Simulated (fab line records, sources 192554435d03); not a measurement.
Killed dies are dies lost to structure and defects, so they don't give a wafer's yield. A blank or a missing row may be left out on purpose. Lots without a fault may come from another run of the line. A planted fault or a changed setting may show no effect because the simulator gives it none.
Which tool did it? | flow n5_finfet | 12 lots, 36 wafers sampled, at 1 step of a route of 1938

WHAT THE GAUGES READ, wafer by wafer
N5_BEOL_M5_OCD_MEAS_38.
lot  | measured     | on     | trench_depth_nm (nm)
L075 | day 8 06:20  | ocd-02 | 72.8 69.6 73.5
L077 | day 9 00:51  | ocd-02 | 72.8 73.4 71.4
L079 | day 9 07:49  | ocd-02 | 70.2 67.7 71.3
L081 | day 10 11:54 | ocd-02 | 68.8 73.0 71.1
L082 | day 11 02:05 | ocd-01 | 73.0 72.1 71.7
L084 | day 11 17:49 | ocd-02 | 72.7 71.7 71.9
L089 | day 12 02:07 | ocd-01 | 70.9 71.7 72.0
L088 | day 12 02:34 | ocd-02 | 72.9 73.2 73.1
L091 | day 13 02:13 | ocd-02 | 71.6 70.5 69.7
L093 | day 13 06:35 | ocd-02 | 73.2 73.5 72.6
L095 | day 14 04:34 | ocd-01 | 73.6 72.1 72.4
L097 | day 14 13:52 | ocd-02 | 72.2 72.5 72.9

WHICH TOOL RAN EACH LOT (tool, then ch and the chambers of the sampled wafers, then the start)
The record holds no process step before these readings.

THE ANSWER, worked out from the rows above alone
Rule: what is usual is taken from the lots themselves. Put in order of their means at a reading, lots are off if they are a third of the lots or fewer, leave a main group of 4 or more, and stand apart from it by a gap of 3 or more times the standard deviation of the main group's means; of several such gaps the widest counts. A main group whose means are all the same, to the digits that the tables above print for the reading, isn't used. A lot without any number at a reading at which 4 lots or more have one is off too. The other lots that the step has rows for count as sound.
No lot is off at any reading shown: from this, nothing can be told.

WHAT THE SIMULATOR HAD PUT IN
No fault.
